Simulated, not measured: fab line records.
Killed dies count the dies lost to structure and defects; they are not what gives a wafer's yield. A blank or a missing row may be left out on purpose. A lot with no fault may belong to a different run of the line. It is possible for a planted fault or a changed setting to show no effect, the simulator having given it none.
fab line records | flow n5_finfet | part 1 of 2: steps 1 to 4 of 6
record: lots: 19 | wafers: 57 | last_day: 17
route steps=1938 shown GATE_CUT@493 MOL_CONTACT_COAG@537
lots with no fault: from the same line, run without faults
start_h: the number of hours between the record's first day and the start of the first shown wafer of the lot | wait_h: time in hours since the lot's previous step | " identical to the entry in the row above | L1.1+2: a single row standing in for several wafers | - either no value or no given start | * or withheld: withheld | < > ~ a bound
route shown NAME@n: names a module that has steps shown in the file, with the first one's number in the route | usual: mean/standard deviation of fault-free wafers | same: alike in all rows | chamber/n: place in a boat | sites: readings site by site | _std_site: their standard deviation | _edge_site: outer sites' mean less inner sites' | radius_mm: how far each site lies from the wafer's centre | mask NAME#n: copy n | behind: the most recent tool/chamber to have shaped the wafer | hold: why the lot was held/for how many hours/how that ended | device: transistor that didn't switch, given as n, p or np | end of line: the route-end tests of the same wafers | a step given without rows: its recipe and nothing more | killed: dies lost to structure and defects at the first sort, not the wafer's yield | map: a wafer's dies, marking killed ones x, the rest . and places with no die _
set.NAME: setting as actually run; set.NAME@STEP: the setting as run at that earlier step | model.NAME: the simulator's own value behind a step, which no gauge read
route steps across a sampled set of lots; one table per step, one row per wafer
services: from which hour (start_h, from the record's first day; less than 0 if before it) a tool's chamber was out of use, for how many hours, and why
== steps ==
step: N5_GATE_CUT_ETCH_37
recipe: chemistry: N2/H2 | target: SOC | target_depth_a: 600 | overetch_a: 120 | mask_material: SiARC | temp_c: 40 | time_s: 90 | ion_energy_ev: 200 | pressure_mtorr: 30 | source_w: 840 | bias_w: 150 | n2_flow_sccm: 200 | h2_flow_sccm: 200
usual: drypump_motor_current_A: 5.5/0.37 | oes_product_au: 0.68/0.067 | rf_fwd_power_W: 834/3.1 | rf_vpp_V: 524.3/2.2 | showerhead_plenum_p_Torr: 2.55/0.076 | throttle_valve_pct: 17.88/0.28
lot.wafer | tool        | chamber | start_h | wait_h | drypump_motor_current_A | oes_product_au | rf_fwd_power_W | rf_hours_counter_h | rf_vpp_V | showerhead_plenum_p_Torr | throttle_valve_pct
L075.3    | rie_diel-06 | 3       | 91.78   | 0.0    | 4.9                     | 0.63           | 837            | 194                | 521.0    | 2.40                     | 18.09
L075.4    | "           | 0       | "       | "      | 5.3                     | 0.68           | 827            | 132                | 526.3    | 2.67                     | 17.86
L075.6    | "           | 3       | "       | "      | 4.9                     | 0.64           | 836            | -                  | 521.3    | 2.40                     | 18.09
L074.1    | rie_diel-02 | 0       | 95.86   | 0.0    | 5.9                     | 0.83           | 833            | 12                 | 524.4    | 2.57                     | 17.40
L074.2    | "           | 3       | "       | "      | 5.8                     | 0.66           | 832            | 202                | 523.2    | 2.52                     | 18.14
L074.4    | "           | 2       | "       | "      | 5.7                     | 0.64           | 838            | 219                | 526.8    | 2.59                     | 17.61
L077.4    | rie_diel-02 | 3       | 110.43  | 0.0    | 5.7                     | 0.65           | 830            | 206                | 523.8    | 2.52                     | 18.16
L077.5    | "           | 2       | "       | "      | 5.7                     | 0.65           | 833            | -                  | 526.8    | 2.59                     | 17.62
L077.6    | "           | 3       | "       | "      | 5.7                     | 0.65           | 836            | -                  | 525.2    | 2.52                     | 18.14
L079.2    | rie_diel-02 | 2       | 118.94  | 0.0    | 5.6                     | 0.64           | 834            | 226                | 525.6    | 2.59                     | 17.62
L079.3    | "           | 0       | "       | "      | 5.8                     | 0.81           | 832            | 20                 | 525.8    | 2.57                     | 17.40
L079.6    | "           | 2       | "       | "      | 5.6                     | 0.65           | 830            | -                  | 525.8    | 2.59                     | 17.63
L081.2    | rie_diel-06 | 0       | 133.33  | 0.0    | 5.3                     | 0.67           | 835            | 145                | 527.3    | 2.66                     | 17.87
L081.5    | "           | 2       | "       | "      | 5.1                     | 0.79           | 835            | -                  | 524.9    | 2.58                     | 17.65
L081.6    | "           | 1       | "       | "      | 5.9                     | 0.63           | 834            | -                  | 527.3    | 2.64                     | 18.19
L082.1    | rie_diel-06 | 2       | 137.41  | 0.0    | 5.0                     | 0.78           | 835            | 51                 | 527.0    | 2.58                     | 17.64
L082.3    | "           | 0       | "       | "      | 5.3                     | 0.68           | 829            | 146                | 526.6    | 2.66                     | 17.87
L082.4    | "           | 1       | "       | "      | 6.0                     | 0.63           | 833            | 203                | 525.6    | 2.64                     | 18.20
L083.1    | rie_diel-06 | 1       | 146.15  | 0.0    | 6.0                     | 0.63           | 834            | 205                | 525.2    | 2.64                     | 18.20
L083.2    | "           | 0       | "       | "      | 5.3                     | 0.66           | 830            | 149                | 527.4    | 2.66                     | 17.85
L083.4    | "           | 1       | "       | "      | 6.0                     | 0.63           | 831            | -                  | 526.2    | 2.64                     | 18.20
L087.3    | rie_diel-06 | 3       | 166.62  | 0.0    | 4.9                     | 0.63           | 835            | 217                | 519.4    | 2.39                     | 18.14
L087.5    | "           | 3       | "       | "      | 4.9                     | 0.62           | 841            | -                  | 520.6    | 2.39                     | 18.15
L087.6    | "           | 0       | "       | "      | 5.3                     | 0.66           | 832            | -                  | 528.0    | 2.66                     | 17.88
L085.1    | rie_diel-06 | 0       | 169.48  | 0.0    | 5.3                     | 0.66           | 829            | 156                | 525.6    | 2.66                     | 17.90
L085.3    | "           | 2       | "       | "      | 5.0                     | 0.78           | 835            | 57                 | 525.0    | 2.58                     | 17.67
L085.4    | "           | 1       | "       | "      | 6.0                     | 0.63           | 833            | 212                | 525.4    | 2.63                     | 18.20
L086.2    | rie_diel-02 | 0       | 172.83  | 0.0    | 5.9                     | 0.79           | 835            | 38                 | 526.0    | 2.56                     | 17.44
L086.4    | "           | 3       | "       | "      | 5.7                     | 0.64           | 834            | 227                | 523.8    | 2.51                     | 18.17
L086.6    | "           | 0       | "       | "      | 5.8                     | 0.79           | 835            | -                  | 525.2    | 2.56                     | 17.44
L088.1    | rie_diel-06 | 0       | 181.89  | 0.0    | 5.3                     | 0.66           | 829            | 159                | 526.0    | 2.66                     | 17.88
L088.5    | "           | 1       | "       | "      | 5.9                     | 0.62           | 832            | -                  | 526.6    | 2.63                     | 18.19
L088.6    | "           | 0       | "       | "      | 5.3                     | 0.66           | 829            | -                  | 526.7    | 2.66                     | 17.88
L089.3    | rie_diel-01 | 3       | 185.59  | 0.0    | 5.2                     | 0.63           | 838            | 227                | 522.2    | 2.51                     | 18.05
L089.4    | "           | 0       | "       | "      | 5.3                     | 0.77           | 834            | 38                 | 524.1    | 2.57                     | 17.84
L089.6    | "           | 3       | "       | "      | 5.2                     | 0.63           | 837            | -                  | 522.5    | 2.51                     | 18.06
L091.1    | rie_diel-02 | 0       | 190.58  | 0.0    | 5.8                     | 0.78           | 837            | 43                 | 524.7    | 2.56                     | 17.44
L091.2    | "           | 2       | "       | "      | 5.7                     | 0.63           | 834            | 249                | 526.1    | 2.58                     | 17.65
L091.6    | "           | 0       | "       | "      | 5.8                     | 0.78           | 836            | -                  | 525.3    | 2.56                     | 17.47
L090.2    | rie_diel-02 | 1       | 192.71  | 0.0    | 5.9                     | 0.64           | 828            | 214                | 524.1    | 2.51                     | 17.65
L090.4    | "           | 0       | "       | "      | 5.8                     | 0.78           | 836            | 44                 | 524.5    | 2.56                     | 17.46
L090.5    | "           | 3       | "       | "      | 5.8                     | 0.64           | 831            | -                  | 521.8    | 2.51                     | 18.19
L092.1    | rie_diel-02 | 3       | 196.26  | 0.0    | 5.7                     | 0.63           | 833            | 235                | 523.5    | 2.50                     | 18.18
L092.4    | "           | 1       | "       | "      | 5.9                     | 0.64           | 832            | -                  | 522.4    | 2.51                     | 17.67
L092.6    | "           | 3       | "       | "      | 5.8                     | 0.63           | 836            | -                  | 521.6    | 2.50                     | 18.18
L093.1    | rie_diel-01 | 1       | 198.16  | 0.0    | 5.5                     | 0.67           | 840            | 165                | 527.2    | 2.64                     | 17.89
L093.3    | "           | 0       | "       | "      | 5.3                     | 0.77           | 836            | 41                 | 526.8    | 2.57                     | 17.85
L093.4    | "           | 3       | "       | "      | 5.2                     | 0.63           | 834            | 230                | 522.8    | 2.51                     | 18.05
L094.2    | rie_diel-06 | 3       | 209.01  | 0.0    | 4.9                     | 0.61           | 832            | 228                | 519.3    | 2.39                     | 18.15
L094.3    | "           | 0       | "       | "      | 5.3                     | 0.66           | 833            | 166                | 526.9    | 2.66                     | 17.90
L094.5    | "           | 3       | "       | "      | 4.9                     | 0.62           | 831            | -                  | 519.5    | 2.39                     | 18.16
L096.4    | rie_diel-02 | 2       | 216.66  | 0.0    | 5.6                     | 0.88           | 836            | 1                  | 525.9    | 2.58                     | 17.23
L096.5    | "           | 3       | "       | "      | 5.7                     | 0.63           | 839            | -                  | 522.2    | 2.50                     | 18.19
L096.6    | "           | 0       | "       | "      | 5.8                     | 0.77           | 833            | -                  | 523.2    | 2.56                     | 17.47
L097.1    | rie_diel-06 | 1       | 226.57  | 0.0    | 6.0                     | 0.62           | 836            | 228                | 526.0    | 2.63                     | 18.22
L097.4    | "           | 0       | "       | "      | 5.3                     | 0.66           | 835            | 171                | 526.9    | 2.65                     | 17.90
L097.5    | "           | 2       | "       | "      | 5.0                     | 0.76           | 837            | -                  | 524.9    | 2.57                     | 17.69
step: N5_GATE_CUT_STRIP_21
recipe: chemistry: N2/H2 | time_s: 30 | power_w: 1000 | temp_c: 250 | pressure_mtorr: withheld | n2_flow_sccm: 1750 | h2_flow_sccm: 3250
usual: drypump_motor_current_A: 5.9/0.43 | heater_power_w: 328/23
lot.wafer | tool            | chamber | start_h | wait_h | drypump_motor_current_A | heater_power_w | rf_hours_counter_h
L075.3    | plasma_asher-01 | 1       | 92.40   | 0.1    | 5.4                     | 303            | -
L075.4    | "               | 0       | "       | "      | 6.2                     | 321            | -
L075.6    | "               | 0       | "       | "      | 6.3                     | 313            | -
L074.1    | plasma_asher-01 | 0       | 96.46   | 0.0    | 6.3                     | 315            | 36
L074.2    | "               | 1       | "       | "      | 5.3                     | 306            | 36
L074.4    | "               | 1       | "       | "      | 5.4                     | 305            | -
L077.4    | plasma_asher-02 | 0       | 111.06  | 0.1    | 6.4                     | 342            | -
L077.5    | "               | 1       | "       | "      | 5.8                     | 366            | -
L077.6    | "               | 0       | "       | "      | 6.4                     | 346            | -
L079.2    | plasma_asher-02 | 0       | 119.54  | 0.0    | 6.4                     | 343            | 98
L079.3    | "               | 0       | "       | "      | 6.4                     | 345            | -
L079.6    | "               | 1       | "       | "      | 5.7                     | 367            | -
L081.2    | plasma_asher-01 | 0       | 133.94  | 0.0    | 6.3                     | 313            | 43
L081.5    | "               | 1       | "       | "      | 5.3                     | 303            | -
L081.6    | "               | 0       | "       | "      | 6.2                     | 311            | -
L082.1    | plasma_asher-02 | 1       | 138.01  | 0.0    | 5.7                     | 358            | 101
L082.3    | "               | 1       | "       | "      | 5.7                     | 363            | -
L082.4    | "               | 0       | "       | "      | 6.4                     | 339            | -
L083.1    | plasma_asher-01 | 1       | 146.75  | 0.0    | 5.3                     | 298            | 46
L083.2    | "               | 0       | "       | "      | 6.2                     | 316            | 46
L083.4    | "               | 0       | "       | "      | 6.2                     | 309            | -
L087.3    | plasma_asher-01 | 1       | 167.24  | 0.1    | 5.3                     | 298            | -
L087.5    | "               | 1       | "       | "      | 5.4                     | 304            | -
L087.6    | "               | 0       | "       | "      | 6.3                     | 313            | -
L085.1    | plasma_asher-01 | 1       | 170.08  | 0.0    | 5.3                     | 301            | 52
L085.3    | "               | 1       | "       | "      | 5.3                     | 303            | -
L085.4    | "               | 0       | "       | "      | 6.2                     | 313            | -
L086.2    | plasma_asher-01 | 1       | 173.43  | 0.0    | 5.4                     | 302            | 52
L086.4    | "               | 0       | "       | "      | 6.3                     | 321            | -
L086.6    | "               | 1       | "       | "      | 5.4                     | 311            | -
L088.1    | plasma_asher-02 | 1       | 182.50  | 0.0    | 5.7                     | 370            | 109
L088.5    | "               | 0       | "       | "      | 6.4                     | 342            | -
L088.6    | "               | 1       | "       | "      | 5.7                     | 359            | -
L089.3    | plasma_asher-01 | 1       | 186.22  | 0.1    | 5.3                     | 313            | -
L089.4    | "               | 0       | "       | "      | 6.3                     | 321            | -
L089.6    | "               | 0       | "       | "      | 6.3                     | 317            | -
L091.1    | plasma_asher-02 | 1       | 191.28  | 0.0    | 5.8                     | 357            | 111
L091.2    | "               | 0       | "       | "      | 6.5                     | 342            | 111
L091.6    | "               | 0       | "       | "      | 6.4                     | 359            | -
L090.2    | plasma_asher-02 | 0       | 193.32  | 0.0    | 6.4                     | 339            | 112
L090.4    | "               | 0       | "       | "      | 6.4                     | 344            | -
L090.5    | "               | 0       | "       | "      | 6.4                     | 351            | -
L092.1    | plasma_asher-02 | 1       | 196.87  | 0.0    | 5.8                     | 365            | 112
L092.4    | "               | 1       | "       | "      | 5.8                     | 352            | -
L092.6    | "               | 0       | "       | "      | 6.4                     | 356            | -
L093.1    | plasma_asher-02 | 1       | 198.76  | 0.0    | 5.8                     | 363            | 112
L093.3    | "               | 0       | "       | "      | 6.4                     | 354            | -
L093.4    | "               | 1       | "       | "      | 5.7                     | 366            | -
L094.2    | plasma_asher-01 | 1       | 209.61  | 0.0    | 5.3                     | 302            | 60
L094.3    | "               | 1       | "       | "      | 5.4                     | 310            | -
L094.5    | "               | 0       | "       | "      | 6.2                     | 317            | -
L096.4    | plasma_asher-02 | 1       | 217.29  | 0.1    | 5.7                     | 356            | -
L096.5    | "               | 1       | "       | "      | 5.7                     | 359            | -
L096.6    | "               | 0       | "       | "      | 6.4                     | 355            | -
L097.1    | plasma_asher-01 | 0       | 227.17  | 0.0    | 6.3                     | 313            | 64
L097.4    | "               | 1       | "       | "      | 5.3                     | 303            | -
L097.5    | "               | 1       | "       | "      | 5.4                     | 305            | -
step: N5_MOL_CONTACT_COAG_ETCH_15
recipe: chemistry: CH3F/O2 | target: SiNx | target_depth_a: 70 | mask_material: SOC | stop_on: Si:P | over_etch_frac: 0.75 | ion_energy_ev: 120 | pressure_mtorr: 30 | source_w: 395 | bias_w: 73 | Ar_flow_sccm: 150 | CH3F_flow_sccm: 30 | O2_flow_sccm: 20
usual: drypump_motor_current_A: 5.6/0.43 | oes_ar_750_au: 0.80/0.091 | oes_product_au: 0.59/0.065 | rf_fwd_power_W: 391.9/1.6 | rf_vpp_V: 298/7.5 | showerhead_plenum_p_Torr: 2.00/0.048 | throttle_valve_pct: 16.39/0.16
lot.wafer | tool        | chamber | start_h | wait_h | drypump_motor_current_A | oes_ar_750_au | oes_product_au | rf_fwd_power_W | rf_hours_counter_h | rf_vpp_V | showerhead_plenum_p_Torr | throttle_valve_pct
L075.3    | rie_diel-03 | 2       | 100.06  | 0.0    | 5.3                     | 0.72          | 0.52           | 392.8          | 199                | 304      | 2.05                     | 16.51
L075.4    | "           | 3       | "       | "      | 5.4                     | 0.69          | 0.49           | 390.9          | 248                | 299      | 2.05                     | 16.69
L075.6    | "           | 3       | "       | "      | 5.5                     | 0.69          | 0.49           | 390.3          | -                  | 302      | 2.05                     | 16.67
L074.1    | rie_diel-05 | 3       | 104.46  | 0.0    | 5.8                     | 0.73          | 0.54           | 393.6          | 154                | 293      | 2.00                     | 16.62
L074.2    | "           | 2       | "       | "      | 5.3                     | 0.78          | 0.58           | 390.9          | 90                 | 294      | 2.01                     | 16.19
L074.4    | "           | 0       | "       | "      | 6.0                     | 0.73          | 0.54           | 389.9          | 157                | 289      | 1.90                     | 16.33
L077.4    | rie_diel-04 | 3       | 114.36  | 0.0    | 6.3                     | 0.72          | 0.52           | 393.7          | 213                | 306      | 2.06                     | 16.37
L077.5    | "           | 0       | "       | "      | 4.8                     | 0.87          | 0.63           | 393.1          | -                  | 302      | 2.04                     | 16.17
L077.6    | "           | 3       | "       | "      | 6.3                     | 0.73          | 0.53           | 392.9          | -                  | 304      | 2.06                     | 16.37
L079.2    | rie_diel-04 | 1       | 122.92  | 0.0    | 5.3                     | 0.89          | 0.65           | 391.6          | 23                 | 301      | 1.97                     | 16.45
L079.3    | "           | 2       | "       | "      | 5.5                     | 0.94          | 0.69           | 393.5          | 10                 | 293      | 1.95                     | 16.27
L079.6    | "           | 2       | "       | "      | 5.5                     | 0.94          | 0.69           | 392.8          | -                  | 294      | 1.95                     | 16.25
L081.2    | rie_diel-03 | 0       | 137.38  | 0.0    | 5.8                     | 0.68          | 0.50           | 393.1          | 234                | 286      | 1.98                     | 16.55
L081.5    | "           | 2       | "       | "      | 5.3                     | 0.71          | 0.52           | 392.7          | -                  | 304      | 2.04                     | 16.54
L081.6    | "           | 3       | "       | "      | 5.4                     | 0.95          | 0.70           | 388.8          | -                  | 301      | 2.05                     | 16.21
L082.1    | rie_diel-04 | 3       | 141.42  | 0.0    | 6.3                     | 0.72          | 0.52           | 395.3          | 223                | 305      | 2.05                     | 16.39
L082.3    | "           | 1       | "       | "      | 5.3                     | 0.88          | 0.64           | 393.2          | 30                 | 302      | 1.97                     | 16.46
L082.4    | "           | 2       | "       | "      | 5.5                     | 0.92          | 0.67           | 391.9          | 17                 | 294      | 1.94                     | 16.28
L083.1    | rie_diel-04 | 2       | 150.23  | 0.0    | 5.5                     | 0.92          | 0.67           | 390.9          | 19                 | 295      | 1.94                     | 16.27
L083.2    | "           | 1       | "       | "      | 5.3                     | 0.88          | 0.64           | 391.8          | 32                 | 302      | 1.97                     | 16.48
L083.4    | "           | 1       | "       | "      | 5.3                     | 0.88          | 0.64           | 389.6          | -                  | 301      | 1.97                     | 16.48
L087.3    | rie_diel-05 | 3       | 171.22  | 0.0    | 5.8                     | 0.71          | 0.53           | 392.8          | 178                | 293      | 1.99                     | 16.66
L087.5    | "           | 2       | "       | "      | 5.3                     | 0.75          | 0.56           | 393.8          | -                  | 294      | 2.01                     | 16.26
L087.6    | "           | 1       | "       | "      | 5.3                     | 0.93          | 0.67           | 390.6          | -                  | 285      | 2.06                     | 16.42
L085.1    | rie_diel-03 | 3       | 175.11  | 0.0    | 5.5                     | 0.91          | 0.66           | 391.2          | 21                 | 300      | 2.05                     | 16.24
L085.3    | "           | 0       | "       | "      | 5.8                     | 0.67          | 0.50           | 389.0          | 248                | 288      | 1.97                     | 16.58
L085.4    | "           | 2       | "       | "      | 5.4                     | 0.70          | 0.51           | 391.3          | 231                | 303      | 2.04                     | 16.56
L086.2    | rie_diel-03 | 0       | 176.75  | 0.0    | 5.8                     | 0.67          | 0.49           | 391.2          | 249                | 286      | 1.97                     | 16.57
L086.4    | "           | 3       | "       | "      | 5.5                     | 0.92          | 0.66           | 388.5          | 21                 | 301      | 2.05                     | 16.25
L086.6    | "           | 3       | "       | "      | 5.5                     | 0.91          | 0.66           | 389.7          | -                  | 301      | 2.05                     | 16.25
L088.1    | rie_diel-05 | 2       | 186.98  | 0.0    | 5.3                     | 0.75          | 0.56           | 391.9          | 119                | 293      | 2.00                     | 16.27
L088.5    | "           | 2       | "       | "      | 5.3                     | 0.75          | 0.55           | 392.7          | -                  | 295      | 2.00                     | 16.25
L088.6    | "           | 3       | "       | "      | 5.8                     | 0.71          | 0.52           | 394.4          | -                  | 294      | 1.99                     | 16.67
L089.3    | rie_diel-04 | 2       | 190.83  | 0.0    | 5.5                     | 0.90          | 0.65           | 392.4          | 31                 | 295      | 1.94                     | 16.32
L089.4    | "           | 3       | "       | "      | 6.3                     | 0.71          | 0.52           | 393.5          | 236                | 303      | 2.05                     | 16.40
L089.6    | "           | 2       | "       | "      | 5.5                     | 0.89          | 0.65           | 391.8          | -                  | 294      | 1.94                     | 16.31
L091.1    | rie_diel-03 | 3       | 194.59  | 0.0    | 5.4                     | 0.89          | 0.65           | 391.4          | 30                 | 300      | 2.04                     | 16.24
L091.2    | "           | 1       | "       | "      | 6.3                     | 0.80          | 0.60           | 393.4          | 84                 | 311      | 2.02                     | 16.31
L091.6    | "           | 3       | "       | "      | 5.4                     | 0.90          | 0.65           | 390.9          | -                  | 301      | 2.04                     | 16.26
L090.2    | rie_diel-05 | 3       | 196.76  | 0.0    | 5.8                     | 0.71          | 0.52           | 394.5          | 186                | 294      | 1.99                     | 16.66
L090.4    | "           | 1       | "       | "      | 5.3                     | 0.91          | 0.66           | 390.0          | 21                 | 284      | 2.06                     | 16.45
L090.5    | "           | 0       | "       | "      | 6.0                     | 0.70          | 0.52           | 391.6          | -                  | 289      | 1.89                     | 16.37
L092.1    | rie_diel-04 | 2       | 204.78  | 0.0    | 5.5                     | 0.89          | 0.64           | 392.2          | 36                 | 295      | 1.94                     | 16.30
L092.4    | "           | 1       | "       | "      | 5.3                     | 0.85          | 0.61           | 390.8          | 55                 | 302      | 1.96                     | 16.52
L092.6    | "           | 0       | "       | "      | 4.8                     | 0.83          | 0.60           | 393.1          | -                  | 304      | 2.03                     | 16.23
L093.1    | rie_diel-03 | 2       | 204.83  | 0.0    | 5.4                     | 0.69          | 0.50           | 392.3          | 245                | 302      | 2.03                     | 16.58
L093.3    | "           | 1       | "       | "      | 6.3                     | 0.79          | 0.59           | 393.9          | 89                 | 313      | 2.01                     | 16.34
L093.4    | "           | 2       | "       | "      | 5.4                     | 0.69          | 0.50           | 394.6          | -                  | 302      | 2.03                     | 16.59
L094.2    | rie_diel-03 | 1       | 213.12  | 0.0    | 6.3                     | 0.80          | 0.60           | 391.6          | 92                 | 312      | 2.01                     | 16.34
L094.3    | "           | 3       | "       | "      | 5.4                     | 0.88          | 0.64           | 390.5          | 37                 | 302      | 2.04                     | 16.27
L094.5    | "           | 2       | "       | "      | 5.3                     | 0.69          | 0.50           | 391.1          | -                  | 301      | 2.03                     | 16.60
L096.4    | rie_diel-03 | 3       | 221.16  | 0.0    | 5.4                     | 0.88          | 0.63           | 392.1          | 41                 | 301      | 2.04                     | 16.29
L096.5    | "           | 3       | "       | "      | 5.4                     | 0.88          | 0.64           | 391.4          | -                  | 300      | 2.04                     | 16.29
L096.6    | "           | 0       | "       | "      | 5.8                     | 0.96          | 0.70           | 390.9          | -                  | 287      | 1.97                     | 16.10
L097.1    | rie_diel-04 | 1       | 230.73  | 0.0    | 5.3                     | 0.83          | 0.61           | 391.0          | 66                 | 302      | 1.95                     | 16.52
L097.4    | "           | 2       | "       | "      | 5.5                     | 0.88          | 0.64           | 393.7          | -                  | 294      | 1.94                     | 16.32
L097.5    | "           | 1       | "       | "      | 5.3                     | 0.83          | 0.60           | 391.0          | -                  | 303      | 1.95                     | 16.53
step: N5_MOL_CONTACT_COAG_CMP_23
recipe: stop_on: SiO2 | t_overpolish_s: 1.5 | post_cmp_clean: cu_alkaline | down_force_psi: 2 | platen_rpm: 50.289 | pad_velocity_m_s: 1.0006 | target_thk_nm: 0
usual: motor_current_A: 8.3/0.67 | overpolish_run_s: 1.501/0.0086 | retaining_ring_pressure_frac: 1.000/0.0053 | time_to_endpoint_s: 10.3/3
same: t_overpolish_s: 1.5
lot.wafer | tool   | chamber | start_h | wait_h | motor_current_A | overpolish_run_s | retaining_ring_pressure_frac | time_to_endpoint_s
L075.4    | cmp-04 | 3       | 104.48  | 0.1    | 8.2             | 1.512            | 1.002                        | 11.0
L075.3    | "      | 0       | "       | "      | 8.3             | 1.496            | 1.002                        | 11.1
L075.6    | "      | 2       | "       | "      | 7.6             | 1.495            | 1.007                        | 9.5
L074.2    | cmp-04 | 2       | 109.98  | 0.0    | 8.3             | 1.489            | 1.006                        | 7.9
L074.4    | "      | 3       | "       | "      | 8.2             | 1.491            | 1.002                        | 7.6
L074.1    | "      | 0       | "       | "      | 8.7             | 1.509            | 1.000                        | 8.2
L077.4    | cmp-04 | 3       | 120.06  | 0.1    | 8.4             | 1.505            | 0.996                        | 8.0
L077.5    | "      | 2       | "       | "      | 8.2             | 1.500            | 1.007                        | 8.5
L077.6    | "      | 3       | "       | "      | 8.1             | 1.488            | 1.003                        | 11.1
L079.2    | cmp-04 | 1       | 129.10  | 0.1    | 8.5             | 1.502            | 0.988                        | 12.3
L079.3    | "      | 3       | "       | "      | 7.8             | 1.501            | 0.997                        | 11.3
L079.6    | "      | 0       | "       | "      | 9.0             | 1.492            | 0.993                        | 13.3
L081.2    | cmp-04 | 3       | 142.26  | 0.1    | 8.1             | 1.506            | 0.996                        | 13.6
L081.5    | "      | 1       | "       | "      | 8.6             | 1.511            | 0.998                        | 13.3
L081.6    | "      | 2       | "       | "      | 8.3             | 1.496            | 1.003                        | 11.2
L082.4    | cmp-04 | 1       | 145.91  | 0.0    | 8.6             | 1.506            | 0.989                        | 10.5
L082.3    | "      | 2       | "       | "      | 8.0             | 1.524            | 1.011                        | 8.9
L082.1    | "      | 0       | "       | "      | 8.2             | 1.506            | 0.997                        | 11.2
L083.4    | cmp-04 | 2       | 156.45  | 0.0    | 8.4             | 1.502            | 1.002                        | 11.7
L083.1    | "      | 3       | "       | "      | 8.5             | 1.494            | 0.994                        | 12.3
L083.2    | "      | 0       | "       | "      | 8.3             | 1.507            | 1.003                        | 13.5
L087.3    | cmp-01 | 2       | 177.88  | 0.1    | 7.4             | 1.504            | 0.995                        | 7.1
L087.6    | "      | 3       | "       | "      | 8.6             | 1.508            | 1.004                        | 10.8
L087.5    | "      | 0       | "       | "      | 8.5             | 1.513            | 1.003                        | 8.0
L085.3    | cmp-04 | 1       | 181.72  | 0.0    | 8.6             | 1.510            | 0.999                        | 12.2
L085.4    | "      | 2       | "       | "      | 8.0             | 1.494            | 0.999                        | 11.2
L085.1    | "      | 0       | "       | "      | 8.4             | 1.506            | 0.991                        | 12.0
L086.2    | cmp-04 | 3       | 182.02  | 0.1    | 8.3             | 1.502            | 1.007                        | 12.5
L086.4    | "      | 1       | "       | "      | 8.7             | 1.488            | 0.997                        | 14.3
L086.6    | "      | 3       | "       | "      | 8.2             | 1.503            | 0.997                        | 13.7
L089.3    | cmp-01 | 1       | 196.51  | 0.0    | 10.2            | 1.495            | 0.996                        | 14.0
L089.4    | "      | 0       | "       | "      | 8.2             | 1.501            | 1.005                        | 8.4
L089.6    | "      | 2       | "       | "      | 7.2             | 1.500            | 1.005                        | 7.5
L088.1    | cmp-02 | 2       | 196.65  | 0.0    | 7.7             | 1.501            | 1.006                        | 12.1
L088.6    | "      | 2       | "       | "      | 8.0             | 1.499            | 1.007                        | 15.0
L088.5    | "      | 3       | "       | "      | 8.6             | 1.506            | 1.004                        | 4.4
L091.2    | cmp-04 | 2       | 200.65  | 0.1    | 8.0             | 1.506            | 0.990                        | 10.1
L091.1    | "      | 0       | "       | "      | 8.3             | 1.491            | 1.002                        | 11.8
L091.6    | "      | 2       | "       | "      | 8.1             | 1.500            | 0.992                        | 12.2
L090.2    | cmp-02 | 3       | 201.26  | 0.1    | 8.5             | 1.509            | 1.008                        | 6.1
L090.4    | "      | 1       | "       | "      | 7.0             | 1.516            | 0.996                        | 10.5
L090.5    | "      | 2       | "       | "      | 7.7             | 1.506            | 0.998                        | 17.8
L092.4    | cmp-02 | 3       | 210.77  | 0.0    | 8.2             | 1.507            | 0.996                        | 5.1
L092.1    | "      | 0       | "       | "      | 7.5             | 1.495            | 1.005                        | 9.8
L092.6    | "      | 3       | "       | "      | 8.0             | 1.505            | 0.998                        | 6.1
L093.1    | cmp-01 | 0       | 212.65  | 0.0    | 8.8             | 1.510            | 0.999                        | 6.9
L093.4    | "      | 1       | "       | "      | 9.6             | 1.511            | 0.997                        | 10.4
L093.3    | "      | 3       | "       | "      | 9.1             | 1.499            | 1.002                        | 10.2
L094.3    | cmp-01 | 1       | 218.05  | 0.1    | 9.6             | 1.496            | 1.008                        | 8.2
L094.2    | "      | 3       | "       | "      | 8.6             | 1.492            | 0.999                        | 9.3
L094.5    | "      | 1       | "       | "      | 9.7             | 1.499            | 1.003                        | 10.2
L096.4    | cmp-02 | 0       | 226.29  | 0.1    | 7.8             | 1.501            | 0.994                        | 10.0
L096.6    | "      | 3       | "       | "      | 8.3             | 1.492            | 0.998                        | 6.0
L096.5    | "      | 0       | "       | "      | 8.0             | 1.508            | 0.987                        | 10.6
L097.4    | cmp-02 | 0       | 236.34  | 0.1    | 7.9             | 1.508            | 0.994                        | 12.1
L097.1    | "      | 1       | "       | "      | 6.7             | 1.497            | 1.000                        | 6.5
L097.5    | "      | 3       | "       | "      | 8.5             | 1.512            | 0.999                        | 6.1
